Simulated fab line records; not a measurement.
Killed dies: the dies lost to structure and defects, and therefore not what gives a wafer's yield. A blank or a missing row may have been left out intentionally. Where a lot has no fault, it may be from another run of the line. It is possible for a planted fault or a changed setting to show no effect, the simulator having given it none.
Chamber matching :: flow n5_finfet :: 4 sister chambers for N5_HKMG_FIN_ETCH_55 on rie_diel-02
The step etches SOC in N2/H2, target depth 240 nm, time 300 s. 18 wafers are shown with their chamber, then 9 later ones without.

== WAFERS PAIRED WITH THEIR CHAMBERS ==
wafer: L074.3
chamber: 0
drypump_motor_current_A (A): 5.3
throttle_valve_pct (%): 18.31
showerhead_plenum_p_Torr (Torr): 2.56

wafer: L074.4
chamber: 1
drypump_motor_current_A (A): 5.9
throttle_valve_pct (%): 18.02
showerhead_plenum_p_Torr (Torr): 2.49

wafer: L074.6
chamber: 1
drypump_motor_current_A (A): 5.9
throttle_valve_pct (%): 18.02
showerhead_plenum_p_Torr (Torr): 2.49

wafer: L075.1
chamber: 1
drypump_motor_current_A (A): 5.8
throttle_valve_pct (%): 18.02
showerhead_plenum_p_Torr (Torr): 2.49

wafer: L075.3
chamber: 2
drypump_motor_current_A (A): 5.8
throttle_valve_pct (%): 17.87
showerhead_plenum_p_Torr (Torr): 2.60

wafer: L075.5
chamber: 0
drypump_motor_current_A (A): 5.3
throttle_valve_pct (%): 18.31
showerhead_plenum_p_Torr (Torr): 2.55

wafer: L082.2
chamber: 0
drypump_motor_current_A (A): 5.3
throttle_valve_pct (%): 18.33
showerhead_plenum_p_Torr (Torr): 2.55

wafer: L082.4
chamber: 3
drypump_motor_current_A (A): 5.9
throttle_valve_pct (%): 17.92
showerhead_plenum_p_Torr (Torr): 2.51

wafer: L082.5
chamber: 0
drypump_motor_current_A (A): 5.3
throttle_valve_pct (%): 18.34
showerhead_plenum_p_Torr (Torr): 2.55

wafer: L085.1
chamber: 3
drypump_motor_current_A (A): 5.9
throttle_valve_pct (%): 17.92
showerhead_plenum_p_Torr (Torr): 2.51

wafer: L085.2
chamber: 0
drypump_motor_current_A (A): 5.3
throttle_valve_pct (%): 18.34
showerhead_plenum_p_Torr (Torr): 2.54

wafer: L085.3
chamber: 2
drypump_motor_current_A (A): 5.8
throttle_valve_pct (%): 17.92
showerhead_plenum_p_Torr (Torr): 2.59

wafer: L087.1
chamber: 0
drypump_motor_current_A (A): 5.3
throttle_valve_pct (%): 18.37
showerhead_plenum_p_Torr (Torr): 2.54

wafer: L087.3
chamber: 1
drypump_motor_current_A (A): 5.9
throttle_valve_pct (%): 18.08
showerhead_plenum_p_Torr (Torr): 2.48

wafer: L087.5
chamber: 1
drypump_motor_current_A (A): 5.9
throttle_valve_pct (%): 18.06
showerhead_plenum_p_Torr (Torr): 2.48

wafer: L091.1
chamber: 2
drypump_motor_current_A (A): 5.8
throttle_valve_pct (%): 17.93
showerhead_plenum_p_Torr (Torr): 2.58

wafer: L091.2
chamber: 3
drypump_motor_current_A (A): 5.9
throttle_valve_pct (%): 17.96
showerhead_plenum_p_Torr (Torr): 2.50

wafer: L091.4
chamber: 0
drypump_motor_current_A (A): 5.3
throttle_valve_pct (%): 18.37
showerhead_plenum_p_Torr (Torr): 2.54

SIGNATURES, as means of the wafers listed above
reading: drypump_motor_current_A
chamber 0: 5.300
chamber 1: 5.880
chamber 2: 5.800
chamber 3: 5.900
scatter within a chamber: 0.0239

reading: throttle_valve_pct
chamber 0: 18.3386
chamber 1: 18.0400
chamber 2: 17.9067
chamber 3: 17.9333
scatter within a chamber: 0.0268

reading: showerhead_plenum_p_Torr
chamber 0: 2.5471
chamber 1: 2.4860
chamber 2: 2.5900
chamber 3: 2.5067
scatter within a chamber: 0.00722
Rule: a wafer's distance from a chamber is the root of the sum, over the readings, of the square of ((its reading less the chamber's mean) divided by the reading's scatter). If the next closest chamber is less than 2 further off than the closest, the wafer can't be placed; otherwise it belongs to the closest. The scatter is the square root of a quotient: the sum, over the shown wafers, of each reading's squared deviation from its chamber's mean, divided by wafers minus chambers.

== WAFERS WHOSE CHAMBER IS MISSING ==
wafer: L092.1
drypump_motor_current_A (A): 5.9
throttle_valve_pct (%): 17.96
showerhead_plenum_p_Torr (Torr): 2.50

wafer: L092.2
drypump_motor_current_A (A): 5.7
throttle_valve_pct (%): 17.92
showerhead_plenum_p_Torr (Torr): 2.58

wafer: L092.3
drypump_motor_current_A (A): 5.3
throttle_valve_pct (%): 18.38
showerhead_plenum_p_Torr (Torr): 2.54

wafer: L095.2
drypump_motor_current_A (A): 5.9
throttle_valve_pct (%): 17.99
showerhead_plenum_p_Torr (Torr): 2.50

wafer: L095.5
drypump_motor_current_A (A): 5.9
throttle_valve_pct (%): 17.96
showerhead_plenum_p_Torr (Torr): 2.50

wafer: L095.6
drypump_motor_current_A (A): 5.7
throttle_valve_pct (%): 17.93
showerhead_plenum_p_Torr (Torr): 2.58

wafer: L096.3
drypump_motor_current_A (A): 5.7
throttle_valve_pct (%): 17.94
showerhead_plenum_p_Torr (Torr): 2.58

wafer: L096.5
drypump_motor_current_A (A): 5.9
throttle_valve_pct (%): 18.11
showerhead_plenum_p_Torr (Torr): 2.47

wafer: L096.6
drypump_motor_current_A (A): 5.7
throttle_valve_pct (%): 17.94
showerhead_plenum_p_Torr (Torr): 2.58

== CHAMBER TAKEN BY EACH ==
wafer: L092.1
from the rows above: 3
in truth: 3

wafer: L092.2
from the rows above: 2
in truth: 2

wafer: L092.3
from the rows above: 0
in truth: 0

wafer: L095.2
from the rows above: can't be placed: 3 or 1
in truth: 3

wafer: L095.5
from the rows above: 3
in truth: 3

wafer: L095.6
from the rows above: 2
in truth: 2

wafer: L096.3
from the rows above: 2
in truth: 2

wafer: L096.5
from the rows above: 1
in truth: 1

wafer: L096.6
from the rows above: 2
in truth: 2
Placed correctly: 8 of 9. From these rows, 1 cannot be placed; in 1 the true chamber is one of the candidates. Wrongly placed: 0.
